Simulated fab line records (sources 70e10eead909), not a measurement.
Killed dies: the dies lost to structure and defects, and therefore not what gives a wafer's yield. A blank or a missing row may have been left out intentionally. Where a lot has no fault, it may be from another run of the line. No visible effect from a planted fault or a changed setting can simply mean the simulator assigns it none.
Which tool is to blame?	flow nandHarc	39 wafers from 13 lots sampled at 5 of the route's 1159 steps

WHAT THE GAUGES SHOWED, per wafer
NHARC_THIN_TSV_CD_MEAS_37. Usual: cdNm reads 5001.2 nm (standard deviation 2.8).
lot	measured	on	cdNm (nm)	flag
L607	day 19 04:18	cdSem-03	5006.5 5004.1 5000.9	
L609	day 19 06:43	cdSem-01	5002.9 5005.2 5001.7	
L610	day 19 07:56	cdSem-01	5001.2 4999.2 4999.8	
L608	day 19 09:32	cdSem-01	4995.8 4999.0 5000.9	
L612	day 20 00:51	cdSem-01	4998.9 5001.4 5003.9	
L614	day 20 08:29	cdSem-02	5003.7 4999.1 5002.2	
L615	day 20 12:51	cdSem-01	5002.5 5002.6 5003.1	
L613	day 21 03:27	cdSem-01	4997.2 5002.1 4999.3	
L619	day 21 15:17	cdSem-02	5002.4 4995.0 4995.7	
L625	day 23 15:49	cdSem-03	5000.0 5003.5 5006.4	
L627	day 23 21:06	cdSem-03	5004.6 5000.2 5003.5	
L628	day 23 23:05	cdSem-03	5003.8 5003.4 5002.2	
L629	day 25 01:44	cdSem-01	5004.8 5002.1 5006.4	

NHARC_END_SORT_01. Usual: killedAtArray 27, standard deviation 12; killedAtOther 0.8, standard deviation 1; killedAtPeriphery 4.0, standard deviation 2.5; killedDies 32, standard deviation 11; killedOpen 3.3, standard deviation 1.8; killedShort 2.0, standard deviation 1.5.
lot	measured	on	killedAtArray	killedAtOther	killedAtPeriphery	killedDies	killedOpen	killedShort	flag
L619	day 22 00:13	prober-02	31 46 41	0 2 0	2 4 2	33 52 43	3 4 4	2 6 0	
L625	day 23 23:44	prober-01	148 131 79	0 0 0	1 2 1	149 133 80	3 4 2	1 1 4	OFF
L627	day 24 06:23	prober-02	145 92 125	1 1 1	2 1 1	148 94 127	1 2 2	3 2 0	OFF
L629	day 25 12:17	prober-02	112 49 105	1 2 2	7 6 7	120 57 114	4 1 3	3 3 0	OFF

TOOL THAT RAN EACH LOT (tool first, then ch and the chambers of the sampled wafers, then the start)
lot	NHARC_A_STAIRCASE_ETCH_169	NHARC_HYBRID_BOND_ACTIVATE_00	NHARC_THIN_TSV_DEP_43
L607	rieDiel-04 ch 1,2, day 10 12:47	rieDiel-01 ch 0,2,3, day 18 04:16	pecvd-04 ch 0,1, day 18 20:11
L609	rieDiel-07 ch 0,1, day 11 09:06	rieDiel-01 ch 0,2,3, day 18 09:47	pecvd-04 ch 0,1,2, day 18 22:46
L610	rieDiel-05 ch 1,3, day 11 09:16	rieDiel-01 ch 0,2, day 18 09:32	pecvd-04 ch 0,1,2, day 18 23:46
L608	rieDiel-05 ch 0,1,2, day 11 11:26	rieDiel-01 ch 0,1,2, day 18 09:04	pecvd-02 ch 0,2, day 19 01:18
L612	rieDiel-05 ch 0,1, day 11 23:40	rieDiel-01 ch 2,3, day 19 05:10	pecvd-04 ch 0,2, day 19 16:44
L614	rieDiel-04 ch 0,2, day 12 12:13	rieDiel-01 ch 0,3, day 19 12:29	pecvd-01 ch 0,1,2, day 20 00:09
L615	rieDiel-04 ch 0,3, day 12 12:25	rieDiel-04 ch 0,1, day 19 16:13	pecvd-04 ch 0,2, day 20 04:35
L613	rieDiel-04 ch 0,1,2, day 12 17:34	rieDiel-01 ch 0,1,3, day 20 08:11	pecvd-01 ch 0,1,2, day 20 19:14
L619	rieDiel-04 ch 0,1,3, day 13 22:39	rieDiel-01 ch 1,2,3, day 20 18:23	pecvd-02 ch 1,2, day 21 07:11
L625	rieDiel-04 ch 1,2,3, day 15 03:38	rieDiel-04 ch 1,2,3, day 22 15:05	pecvd-04 ch 0,1, day 23 07:04
L627	rieDiel-04 ch 0,2,3, day 15 13:47	rieDiel-01 ch 0,1,3, day 22 22:10	pecvd-04 ch 0,2, day 23 12:26
L628	rieDiel-05 ch 1,2,3, day 15 14:01	rieDiel-01 ch 0,1,3, day 23 01:44	pecvd-04 ch 1,2, day 23 14:16
L629	rieDiel-04 ch 1,2,3, day 16 12:57	rieDiel-01 ch 0,2,3, day 24 04:41	pecvd-01 ch 0,1,2, day 24 17:32
- NHARC_A_STAIRCASE_ETCH_169: etches the open film in CH3F/O2, target depth 50 nm, time 107.1 s.
- NHARC_HYBRID_BOND_ACTIVATE_00: chemistry N2, time 60 s.
- NHARC_THIN_TSV_DEP_43: deposits SiO2, target thk 1328.5 nm.

WHAT THE TOOLS THEMSELVES READ (means of the sampled wafers that have a number; where no wafer has one, the mark that the record gives instead)
NHARC_A_STAIRCASE_ETCH_169. Usual: drypumpMotorCurrentA 5.8 A, standard deviation 0.43; oesProductAu 0.953 a.u., standard deviation 0.02; rfFwdPowerW 497.0 W, standard deviation 1.8; rfVppV 244.9 V, standard deviation 1.7; showerheadPlenumPTorr 2.49 Torr, standard deviation 0.1; throttleValvePct 20.662 %, standard deviation 0.0087.
lot	tool	drypumpMotorCurrentA (A)	oesProductAu (a.u.)	rfFwdPowerW (W)	rfVppV (V)	showerheadPlenumPTorr (Torr)	throttleValvePct (%)	flag
L607	rieDiel-04	5.9	0.926	496.6	243.4	2.37	20.666	
L609	rieDiel-07	5.5	0.962	494.7	242.1	2.38	20.657	
L610	rieDiel-05	5.4	0.973	497.8	245.0	2.53	20.665	
L608	rieDiel-05	5.9	0.971	499.1	246.2	2.58	20.662	
L612	rieDiel-05	5.8	0.976	497.7	245.2	2.53	20.666	
L614	rieDiel-04	6.1	0.920	495.0	244.2	2.48	20.669	
L615	rieDiel-04	6.0	0.944	496.8	245.3	2.52	20.665	
L613	rieDiel-04	6.0	0.964	496.5	244.2	2.44	20.660	
L619	rieDiel-04	6.0	0.956	497.8	243.8	2.45	20.657	
L625	rieDiel-04	5.9	0.956	497.1	243.5	2.41	20.671	
L627	rieDiel-04	6.0	0.941	496.1	244.8	2.49	20.664	
L628	rieDiel-05	5.8	0.977	497.9	245.5	2.54	20.660	
L629	rieDiel-04	5.9	0.950	496.9	243.5	2.41	20.660	

NHARC_HYBRID_BOND_ACTIVATE_00. Usual: drypumpMotorCurrentA 5.7 A, standard deviation 0.38; oesProductAu 0.999 a.u., standard deviation 0.012; rfVppV 64.3 V, standard deviation 0.95; showerheadPlenumPTorr 1.78 Torr, standard deviation 0.088.
lot	tool	drypumpMotorCurrentA (A)	oesProductAu (a.u.)	rfVppV (V)	showerheadPlenumPTorr (Torr)	flag
L607	rieDiel-01	5.5	1.000	63.9	1.76	
L609	rieDiel-01	5.5	0.999	64.4	1.76	
L610	rieDiel-01	5.7	1.015	64.0	1.71	
L608	rieDiel-01	5.7	1.012	63.9	1.76	
L612	rieDiel-01	5.2	0.988	64.0	1.74	
L614	rieDiel-01	5.8	1.005	64.8	1.78	
L615	rieDiel-04	6.0	1.003	64.7	1.70	
L613	rieDiel-01	5.8	1.001	64.6	1.83	
L619	rieDiel-01	5.6	0.986	64.3	1.80	
L625	rieDiel-04	5.9	1.009	64.3	1.71	
L627	rieDiel-01	5.8	0.987	63.9	1.82	
L628	rieDiel-01	5.8	0.988	65.0	1.82	
L629	rieDiel-01	5.5	0.999	63.9	1.75	

NHARC_THIN_TSV_DEP_43. Usual: rfFwdPowerW 898.1 W, standard deviation 2.8; throttleValvePct 15.8 %, standard deviation 0.6.
lot	tool	rfFwdPowerW (W)	throttleValvePct (%)	flag
L607	pecvd-04	897.1	16.1	
L609	pecvd-04	899.7	16.0	
L610	pecvd-04	899.3	16.1	
L608	pecvd-02	895.6	15.7	
L612	pecvd-04	899.8	16.2	
L614	pecvd-01	897.3	15.0	
L615	pecvd-04	897.4	15.8	
L613	pecvd-01	896.9	15.0	
L619	pecvd-02	891.2	16.4	
L625	pecvd-04	895.5	16.4	
L627	pecvd-04	899.8	15.9	
L628	pecvd-04	897.8	15.8	
L629	pecvd-01	899.3	15.3	

THE ANSWER, worked out from the rows above alone
Rule: lot off if the mean of its wafers having a number is beyond 3 standard deviations from the usual mean. A lot without any number at a reading at which 4 lots or more have one is off too. Where the step has rows for the other lots, those lots are counted as sound. The gauges are gone through in route order, then the tools' own readings, and for those a lot's mean is taken as printed above. The first step at which some lot is off is used, and at that step the reading that is off furthest; a lot without a number counts as furthest.
Off, at NHARC_END_SORT_01 on killedDies: L625, L627, L629. Neither off nor sound, because the step has no rows for them: L607, L609, L610, L608, L612, L614, L615, L613, L628.
A tool fits if, at a process step before that reading, it ran every lot that is off, and no sound lot after the first of them. Gauges at NHARC_END_SORT_01: tried the same way as those tools. One candidate fits, namely rieDiel-04 at NHARC_A_STAIRCASE_ETCH_169. Its last sound lot is L619 (day 13 22:39), its first lot that is off L625 (day 15 03:38): a fault that began between those two fits.

WHAT THE SIMULATOR PUT IN
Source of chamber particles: rieDiel-04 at NHARC_A_STAIRCASE_ETCH_169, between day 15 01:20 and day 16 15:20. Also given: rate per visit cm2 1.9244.
Lots struck among those shown: L625, L627, L629. The rule given above showed the same thing.
